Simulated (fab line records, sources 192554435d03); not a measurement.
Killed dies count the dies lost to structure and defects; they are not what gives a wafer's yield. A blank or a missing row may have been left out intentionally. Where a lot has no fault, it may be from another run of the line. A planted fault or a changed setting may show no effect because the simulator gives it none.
Lot-split experiment -- flow n5Finfet -- 39 wafers read from 7 lots, route of 1938 steps

== ON THE SPLIT ==
At N5_BEOL_M13_SPUTTER_43 (material TaN, target thk 15 nm, time 24.19 s), the setting timeS was moved away from the recipe's 24.19 s on 15 of the 39 wafers read, by -26.4% to +32.9%. This setting was run at the recipe's value on the other wafers.

== FROM THE SPLIT TO THE READING: what the file shows between them, 4 steps ==
- N5_BEOL_M13_SPUTTER_44: material Ta, target thk 10 nm, time 16.13 s
- N5_BEOL_M13_SPUTTER_45: material Cu, target thk 80 nm, time 13.33 s
- N5_BEOL_M13_ECD_47: material Cu, target thk 936 nm
- N5_BEOL_M13_ANNEAL_48: time 90 s

== THE READING ==
barrierFieldEndpointS, in s, at N5_BEOL_M13_CMP_49 (polishes, stops on SiOC, t overpolish 17.1 s, target thk 420 nm). Fault-free wafers of this fab line usually give 30.3 s, standard deviation 0.68 s.

wafer,"tool, chamber at the split","timeS as run, s",against the recipe,"barrierFieldEndpointS, s",against lot-mates on the recipe
L075.1,"pvdSputter-02, -",24.19,recipe,30.8,-
L075.3,"pvdSputter-02, -",24.19,recipe,30.4,-
L075.4,"pvdSputter-02, -",24.19,recipe,30.2,-
L080.1,"pvdSputter-01, -",28.67,+18.5%,33.9,+3.2
L080.2,"pvdSputter-01, -",24.19,recipe,30.3,-
L080.4,"pvdSputter-01, -",28.67,+18.5%,33.2,+2.5
L080.3,"pvdSputter-01, -",24.19,recipe,30.6,-
L080.5,"pvdSputter-01, -",24.19,recipe,31.2,-
L080.6,"pvdSputter-01, -",28.67,+18.5%,33.5,+2.8
L086.1,"pvdSputter-01, -",24.19,recipe,29.6,-
L086.3,"pvdSputter-01, -",32.16,+32.9%,36.7,+6.9
L086.4,"pvdSputter-01, -",32.16,+32.9%,34.9,+5.1
L086.2,"pvdSputter-01, -",24.19,recipe,29.9,-
L086.6,"pvdSputter-01, -",24.19,recipe,30.0,-
L086.5,"pvdSputter-01, -",32.16,+32.9%,36.6,+6.8
L087.3,"pvdSputter-01, -",19.15,-20.8%,25.4,-4.3
L087.1,"pvdSputter-01, -",24.19,recipe,29.9,-
L087.2,"pvdSputter-01, -",24.19,recipe,29.9,-
L087.4,"pvdSputter-01, -",24.19,recipe,29.4,-
L087.5,"pvdSputter-01, -",19.15,-20.8%,25.9,-3.8
L087.6,"pvdSputter-01, -",19.15,-20.8%,26.4,-3.3
L089.2,"pvdSputter-01, -",24.19,recipe,29.5,-
L089.3,"pvdSputter-01, -",17.8,-26.4%,25.5,-3.9
L089.1,"pvdSputter-01, -",24.19,recipe,29.3,-
L089.4,"pvdSputter-01, -",17.8,-26.4%,25.4,-4.0
L089.6,"pvdSputter-01, -",17.8,-26.4%,25.2,-4.2
L089.5,"pvdSputter-01, -",24.19,recipe,29.5,-
L090.4,"pvdSputter-01, -",24.19,recipe,31.2,-
L090.2,"pvdSputter-01, -",20.33,-16.0%,26.9,-3.7
L090.1,"pvdSputter-01, -",20.33,-16.0%,27.0,-3.6
L090.3,"pvdSputter-01, -",24.19,recipe,30.1,-
L090.5,"pvdSputter-01, -",20.33,-16.0%,28.0,-2.6
L090.6,"pvdSputter-01, -",24.19,recipe,30.6,-
L092.3,"pvdSputter-03, -",24.19,recipe,29.8,-
L092.1,"pvdSputter-03, -",24.19,recipe,29.8,-
L092.2,"pvdSputter-03, -",24.19,recipe,30.0,-
L092.4,"pvdSputter-03, -",24.19,recipe,30.6,-
L092.5,"pvdSputter-03, -",24.19,recipe,29.7,-
L092.6,"pvdSputter-03, -",24.19,recipe,30.7,-

THE FIT
A straight line over all 39 wafers: barrierFieldEndpointS changes by +0.184 s for each +1% of timeS; r = +0.98; the points scatter about the line by 0.54 s.
The same after taking each lot's own level away (the mean of its wafers on the recipe; 39 wafers): +0.177 s for each +1%; r = +0.98; scatter 0.49 s.
The reading moves by 5.8 s for the largest change in timeS, on that fit.
Across the lots, their own levels run from 29.43 to 30.70 s, a range of 1.9 times the standard deviation given above.
The two slopes are in agreement: the lot-to-lot level therefore moves the slope only a little.
Check: for one of the wafers moved furthest among these (+32.9%), held out of the fit, the line's prediction against its lot-mates is +5.62 s. It came out at +6.87 s against them.

== ADDITIONAL SPLITS CARRIED BY THESE WAFERS ==
Before the reading, these wafers also passed through other splits. Each is held against what the fit with the lots' levels taken away leaves over:
other split on the same wafers,wafers away from the commonest value,r with barrierFieldEndpointS (lot level and that fit taken away)
N5_BEOL_M7_HM_DEP_02 targetThkA,18,+0.09
N5_BEOL_M7_DEP_56 targetThkA,12,+0.06
N5_BEOL_M11_ILD_DEP_00 timeS,15,-0.01

== THE WHOLE CHAIN: every reading that the file lists as answering this split, in the file's order ==
step,what it does,reading,change (the file's fit),r (the file's)
N5_BEOL_M13_SPUTTER_43,"material TaN, target thk 15 nm, time 24.19 s","TaN_of_BEOL_M13_SPUTTER_43.thkNm (the simulator's own value, which no gauge read)",+0.15 nm for each +1% of the setting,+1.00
N5_BEOL_M13_CMP_49,"polishes, stops on SiOC, t overpolish 17.1 s, target thk 420 nm",barrierFieldEndpointS,+0.177 s for each +1% of the setting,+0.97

== FILE'S OWN FIT ==
barrierFieldEndpointS changes by +0.177 s for each +1% of timeS, r = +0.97.
